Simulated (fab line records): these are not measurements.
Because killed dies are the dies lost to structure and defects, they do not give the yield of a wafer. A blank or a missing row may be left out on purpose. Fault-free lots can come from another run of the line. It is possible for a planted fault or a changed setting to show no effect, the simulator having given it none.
Matching of chambers :: flow n5-finfet :: 3 sister chambers for N5_HKMG_FIN_CVD_62 on thermal-cvd-si-01
The step deposits a-Si from Si2H6, target thk 3 nm, time 20.8 s. 20 wafers are shown with their chamber, then 10 later ones without.

WAFERS WITH THEIR CHAMBER
wafer: L867.3
chamber: 0
heater-power-w (W): 1431

wafer: L867.5
chamber: 2
heater-power-w (W): 1515

wafer: L867.6
chamber: 0
heater-power-w (W): 1426

wafer: L869.1
chamber: 0
heater-power-w (W): 1453

wafer: L869.4
chamber: 1
heater-power-w (W): 1574

wafer: L869.6
chamber: 0
heater-power-w (W): 1419

wafer: L871.3
chamber: 2
heater-power-w (W): 1510

wafer: L871.4
chamber: 0
heater-power-w (W): 1422

wafer: L871.6
chamber: 1
heater-power-w (W): 1541

wafer: L873.1
chamber: 2
heater-power-w (W): 1491

wafer: L873.2
chamber: 0
heater-power-w (W): 1434

wafer: L873.3
chamber: 1
heater-power-w (W): 1544

wafer: L875.2
chamber: 2
heater-power-w (W): 1550

wafer: L875.3
chamber: 1
heater-power-w (W): 1555

wafer: L875.6
chamber: 2
heater-power-w (W): 1533

wafer: L877.1
chamber: 2
heater-power-w (W): 1508

wafer: L877.2
chamber: 1
heater-power-w (W): 1547

wafer: L877.5
chamber: 0
heater-power-w (W): 1421

wafer: L879.2
chamber: 0
heater-power-w (W): 1481

wafer: L879.4
chamber: 1
heater-power-w (W): 1598

SIGNATURES (averages over the wafers above)
reading: heater-power-w
chamber 0: 1435.88
chamber 1: 1559.83
chamber 2: 1517.83
scatter within a chamber: 21.4
Rule: a wafer lies at a distance from a chamber equal to the root of the sum of squares, over the readings, of (its reading less the chamber's mean, divided by the reading's scatter). If the next closest chamber is less than 2 further off than the closest, the wafer can't be placed; otherwise it belongs to the closest. How the scatter is found: for the shown wafers, subtract from each reading the mean of its chamber, square and add these, divide the total by (wafers less chambers), then take the root.

WAFERS WHOSE CHAMBER IS MISSING
wafer: L879.6
heater-power-w (W): 1463

wafer: L881.1
heater-power-w (W): 1452

wafer: L881.2
heater-power-w (W): 1571

wafer: L881.3
heater-power-w (W): 1492

wafer: L887.1
heater-power-w (W): 1561

wafer: L887.2
heater-power-w (W): 1473

wafer: L887.3
heater-power-w (W): 1480

wafer: L889.2
heater-power-w (W): 1591

wafer: L889.3
heater-power-w (W): 1506

wafer: L889.5
heater-power-w (W): 1434

EACH ONE'S CHAMBER
wafer: L879.6
from the rows above: can't be placed: 0 or 2
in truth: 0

wafer: L881.1
from the rows above: 0
in truth: 0

wafer: L881.2
from the rows above: can't be placed: 1 or 2
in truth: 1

wafer: L881.3
from the rows above: can't be placed: 2 or 0 or 1
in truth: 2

wafer: L887.1
from the rows above: can't be placed: 1 or 2
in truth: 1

wafer: L887.2
from the rows above: can't be placed: 0 or 2
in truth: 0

wafer: L887.3
from the rows above: can't be placed: 2 or 0 or 1
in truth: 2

wafer: L889.2
from the rows above: can't be placed: 1 or 2
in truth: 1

wafer: L889.3
from the rows above: can't be placed: 2 or 1
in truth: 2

wafer: L889.5
from the rows above: 0
in truth: 0
2 of 10 placed correctly. From these rows, 8 cannot be placed; in 8 the true chamber is one of the candidates. Placed wrongly: 0.
